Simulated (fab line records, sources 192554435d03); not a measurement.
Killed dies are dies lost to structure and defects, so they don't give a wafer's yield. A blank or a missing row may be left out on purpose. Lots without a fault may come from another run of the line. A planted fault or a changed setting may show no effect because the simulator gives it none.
fab line records | flow n5_finfet | part 2 of 2: steps 25 to 29 of 29
record lots=5 wafers=15 last_day=19
route steps=1938 shown WELL_APT@44 PMOS_HMC_CHANNEL_EPI@57
lots that met no fault: from a run of the same line without faults
start_h: hours from the record's first day to the start of the lot's first wafer shown | wait_h: hours since the lot's step before | " the same as in the row above | L1.1+2: a row that stands for several wafers | - no value, or no start given | * or withheld: withheld | < > ~ a bound
route shown NAME@n: a module of which the file shows steps, and the number in the route of the first | usual: mean/standard deviation of fault-free wafers | same: alike in all rows | chamber/n: place in a boat | sites: the reading at each site | _std_site: their standard deviation | _edge_site: outer sites' mean less inner sites' | radius_mm: how far each site lies from the wafer's centre | mask NAME#n: copy n | behind: the tool/chamber that last shaped the wafer | hold: why the lot was held/for how many hours/how that ended | device: the transistor (n, p or np) that didn't switch | end of line: the same wafers' tests at the end of the route | a step without rows: its recipe alone | killed: dies lost to structure and defects at the first sort, not the wafer's yield | map: a wafer's dies, x killed, . not, _ none there
set.NAME: the setting as run; set.NAME@STEP: as run at that earlier step | model.NAME: the simulator's own value behind a step, which no gauge read
lots at some steps of the route; a table a step, a row a wafer
services: from which hour (start_h, from the record's first day; less than 0 if before it) a tool's chamber was out of use, for how many hours, and why
## steps
# step N5_PMOS_HMC_CHANNEL_EPI_DESCUM_14
# recipe chemistry=O2 time_s=7.9 source_power_w=50 bias_power_w=20 pressure_mtorr=20 rf_frequency_hz=2.712e+07 temp_c=40 resist=CAR-ArF-block o2_flow_sccm=225
# usual bias_power_w=20.00/0.059 chamber_pressure_mTorr=19.998/0.017 drypump_motor_current_A=5.54/0.3 oes_product_au=0.80/0.082 rf_vpp_V=243.1/1.5 showerhead_plenum_p_Torr=2.09/0.076 throttle_valve_pct=20.33/0.26
# columns lot.wafer tool chamber start_h wait_h bias_power_w chamber_pressure_mTorr drypump_motor_current_A oes_product_au rf_hours_counter_h rf_vpp_V showerhead_plenum_p_Torr throttle_valve_pct
L076.2 rie_diel-01 0 30.76 0.5 20.02 19.985 5.08 0.90 34 244.1 2.14 20.55
L076.3 " 2 " " 19.89 20.008 5.69 0.75 167 243.3 2.09 20.52
L076.4 " 3 " " 19.92 20.019 5.67 0.81 85 240.5 2.03 20.00
L087.2 rie_diel-06 0 95.01 0.0 20.02 19.995 5.44 0.94 26 244.6 2.14 20.09
L087.3 " 3 " " 20.08 19.940 5.06 0.74 186 242.3 1.99 20.40
L087.4 " 2 " " 20.06 20.014 5.98 0.82 81 246.1 2.21 20.10
L088.3 rie_diel-03 0 101.51 0.2 19.98 19.999 5.57 0.74 182 242.1 2.08 20.24
L088.4 " 2 " " 20.10 20.016 5.30 0.77 145 243.9 2.10 20.89
L088.6 " 2 " " 20.07 20.014 5.29 0.76 - 243.8 2.10 20.90
L093.1 rie_diel-01 3 131.37 0.0 19.87 20.004 5.67 0.78 115 242.0 2.02 20.04
L093.2 " 1 " " 19.98 19.999 5.60 0.73 196 243.4 2.17 20.46
L093.4 " 0 " " 20.06 19.990 5.05 0.85 61 242.5 2.13 20.59
L097.1 rie_diel-03 0 155.09 0.0 19.95 20.009 5.55 0.73 192 243.9 2.08 20.24
L097.3 " 3 " " 19.97 20.003 5.68 0.71 217 242.0 2.07 20.71
L097.5 " 0 " " 20.00 19.994 5.55 0.73 - 243.0 2.08 20.25
# step N5_PMOS_HMC_CHANNEL_EPI_ETCH_32
# recipe chemistry=N2/H2 target=BARC stop_on=SiO2 target_depth_a=858 over_etch_frac=0.3 time_s=50.3 ion_energy_ev=200 mask_material=CAR-ArF-block pressure_mtorr=30 source_w=840 bias_w=150 n2_flow_sccm=200 h2_flow_sccm=200
# usual chamber_pressure_mTorr=29.995/0.026 drypump_motor_current_A=5.55/0.3 oes_product_au=0.68/0.065 rf_vpp_V=523.9/2.6 showerhead_plenum_p_Torr=2.54/0.092 throttle_valve_pct=17.81/0.26
# columns lot.wafer tool chamber start_h wait_h chamber_pressure_mTorr drypump_motor_current_A oes_product_au rf_hours_counter_h rf_vpp_V showerhead_plenum_p_Torr throttle_valve_pct
L076.2 rie_diel-01 0 30.80 0.0 29.952 5.05 0.75 34 525.7 2.59 17.90
L076.3 " 2 " " 29.962 5.69 0.64 167 523.2 2.54 18.00
L076.4 " 3 " " 30.013 5.70 0.70 85 521.4 2.48 17.64
L087.2 rie_diel-06 0 95.05 0.0 30.019 5.49 0.78 26 524.7 2.59 17.47
L087.3 " 3 " " 29.957 5.09 0.64 186 521.7 2.42 17.95
L087.4 " 2 " " 29.981 5.97 0.71 81 526.9 2.69 17.76
L088.3 rie_diel-03 0 101.55 0.0 29.956 5.58 0.64 182 522.9 2.52 17.60
L088.4 " 2 " " 29.987 5.34 0.65 145 523.4 2.55 18.32
L088.6 " 2 " " 29.991 5.31 0.66 - 524.0 2.55 18.33
L093.1 rie_diel-01 3 131.41 0.0 30.050 5.67 0.66 115 521.7 2.47 17.72
L093.2 " 1 " " 29.971 5.57 0.62 196 527.3 2.64 17.99
L093.4 " 0 " " 30.013 5.08 0.72 61 525.2 2.58 17.95
L097.1 rie_diel-03 0 155.12 0.0 30.003 5.59 0.64 192 523.8 2.52 17.61
L097.3 " 3 " " 29.997 5.69 0.61 217 522.0 2.52 18.19
L097.5 " 0 " " 30.025 5.58 0.63 - 523.1 2.52 17.63
# step N5_PMOS_HMC_CHANNEL_EPI_HM_OPEN_15
# recipe chemistry=CHF3/O2 target=SiO2 mask_material=CAR-ArF-block target_depth_a=406 CHF3_flow_sccm=50 O2_flow_sccm=5 Ar_flow_sccm=200 time_s=20.3 pressure_mtorr=30 source_w=650 bias_w=170 ion_energy_ev=200
# usual CHF3_flow_sccm=50.05/0.15 chamber_pressure_mTorr=30.00/0.03 drypump_motor_current_A=5.54/0.3 oes_product_au=0.80/0.084 rf_vpp_V=525/5.7 showerhead_plenum_p_Torr=2.41/0.079 throttle_valve_pct=18.80/0.25
# columns lot.wafer tool chamber start_h wait_h CHF3_flow_sccm chamber_pressure_mTorr drypump_motor_current_A oes_product_au rf_hours_counter_h rf_vpp_V showerhead_plenum_p_Torr throttle_valve_pct
L076.2 rie_diel-01 0 30.84 0.0 50.05 30.02 5.07 0.89 34 530 2.46 18.98
L076.3 " 2 " " 49.90 30.03 5.69 0.75 167 530 2.40 19.00
L076.4 " 3 " " 50.26 29.99 5.67 0.81 86 521 2.35 18.57
L087.2 rie_diel-06 0 95.09 0.0 49.94 30.01 5.47 0.92 26 531 2.46 18.52
L087.3 " 3 " " 49.95 29.96 5.04 0.75 186 525 2.30 18.84
L087.4 " 2 " " 49.95 29.99 5.95 0.83 82 532 2.53 18.53
L088.3 rie_diel-03 0 101.59 0.0 49.90 30.05 5.57 0.74 182 513 2.40 18.76
L088.4 " 2 " " 49.83 30.00 5.30 0.76 145 531 2.42 19.39
L088.6 " 2 " " 50.06 29.98 5.29 0.76 - 529 2.42 19.38
L093.1 rie_diel-01 3 131.45 0.0 50.01 30.02 5.64 0.79 115 521 2.34 18.61
L093.2 " 1 " " 50.34 29.95 5.57 0.74 196 524 2.48 18.91
L093.4 " 0 " " 50.00 30.05 5.08 0.85 61 529 2.45 19.04
L097.1 rie_diel-03 0 155.17 0.0 50.16 30.00 5.57 0.73 192 513 2.39 18.76
L097.3 " 3 " " 50.05 30.03 5.69 0.70 217 525 2.38 19.14
L097.5 " 0 " " 50.11 30.00 5.59 0.73 - 511 2.40 18.78
# step N5_PMOS_HMC_CHANNEL_EPI_STRIP_33
# recipe chemistry=N2/H2 power_w=500 temp_c=40 pressure_mtorr=50 rf_frequency_hz=6e+07 overash_fraction=0.3 bias_power_w=8 h2_frac=0.5 n2_flow_sccm=300 h2_flow_sccm=300
# usual bias_power_w=7.998/0.021 chamber_pressure_mTorr=50.00/0.087 drypump_motor_current_A=5.55/0.29 oes_product_au=0.80/0.083 rf_vpp_V=54.3/1.7 showerhead_plenum_p_Torr=3.36/0.12 throttle_valve_pct=18.9/0.37
# columns lot.wafer tool chamber start_h wait_h bias_power_w chamber_pressure_mTorr drypump_motor_current_A oes_product_au rf_hours_counter_h rf_vpp_V showerhead_plenum_p_Torr throttle_valve_pct
L076.2 rie_diel-01 0 30.90 0.0 7.987 50.07 5.08 0.89 34 56.1 3.42 18.8
L076.3 " 2 " " 8.045 49.86 5.69 0.75 167 53.4 3.36 19.1
L076.4 " 3 " " 7.993 49.86 5.66 0.81 86 54.6 3.28 19.0
L087.2 rie_diel-06 0 95.15 0.0 8.042 50.11 5.46 0.92 26 52.0 3.43 18.5
L087.3 " 3 " " 8.039 49.92 5.09 0.74 186 53.2 3.21 19.1
L087.4 " 2 " " 7.963 49.96 5.98 0.81 82 53.7 3.54 19.3
L088.3 rie_diel-03 0 101.64 0.0 8.020 50.07 5.58 0.74 182 54.3 3.33 18.3
L088.4 " 2 " " 7.998 50.02 5.35 0.76 146 53.1 3.36 19.4
L088.6 " 2 " " 7.969 49.91 5.32 0.76 - 53.7 3.36 19.4
L093.1 rie_diel-01 3 131.50 0.0 8.007 50.07 5.66 0.79 115 55.9 3.26 19.1
L093.2 " 1 " " 7.990 50.07 5.59 0.71 196 54.3 3.48 19.0
L093.4 " 0 " " 7.994 49.91 5.08 0.86 61 52.2 3.40 18.8
L097.1 rie_diel-03 0 155.22 0.0 7.975 49.91 5.56 0.73 192 53.6 3.33 18.4
L097.3 " 3 " " 7.992 50.15 5.72 0.70 217 53.1 3.33 19.3
L097.5 " 0 " " 7.982 50.04 5.59 0.72 - 54.2 3.33 18.4
# step N5_PMOS_HMC_CHANNEL_EPI_STRIP_17
# recipe chemistry=SPM time_s=750 temp_c=130 h2so4_h2o2_vol_ratio=4 dry=ipa_marangoni
# usual bath_guard_temp_C=130.0/0.55
# columns lot.wafer tool chamber start_h wait_h bath_guard_temp_C
L076.2 wet_bench-03 5 30.97 - 129.5
L076.3 " 6 " " 130.8
L076.4 " 0 " " 129.7
L087.2 wet_bench-03 0 95.21 - 129.6
L087.3 " 3 " " 130.0
L087.4 " 1 " " 130.5
L088.3 wet_bench-02 2 101.71 - 129.4
L088.4 " 3 " " 129.7
L088.6 " 7 " " 129.8
L093.1 wet_bench-02 2 131.57 - 129.2
L093.2 " 1 " " 130.7
L093.4 " 7 " " 130.0
L097.1 wet_bench-04 5 155.29 - 130.0
L097.3 " 4 " " 129.6
L097.5 " 3 " " 131.2
## services
# columns tool chamber start_h hours kind
rie_diel-02 - 4.31 1.0 repair
arfi_scanner-02 - 17.50 1.3 pm
epi_rpcvd-01 - 22.33 8.1 pm
rie_diel-02 2 26.16 26.8 repair
arfi_scanner-03 - 26.44 1.7 repair
arfi_scanner-03 - 31.47 3.1 pm
implanter-02 - 33.76 6.1 repair
arfi_scanner-03 - 38.58 1.3 pm
implanter-01 - 58.91 0.5 repair
implanter-01 - 72.68 21.2 pm
arfi_scanner-02 - 75.71 0.8 pm
rie_diel-02 - 85.35 0.4 repair
arfi_scanner-03 - 87.10 1.0 pm
arfi_scanner-03 - 89.95 4.9 pm
rie_diel-03 3 91.98 1.4 repair
arfi_scanner-02 - 93.85 3.9 pm
rie_diel-03 - 110.52 4.3 pm
rie_diel-02 2 113.74 6.6 repair
rie_diel-03 0 122.22 3.0 repair
rie_diel-03 0 125.87 9.6 repair
rie_diel-01 0 135.30 1.6 repair
implanter-02 - 140.28 2.4 pm
rie_diel-06 2 146.56 6.0 repair
rie_diel-03 2 152.31 9.3 repair
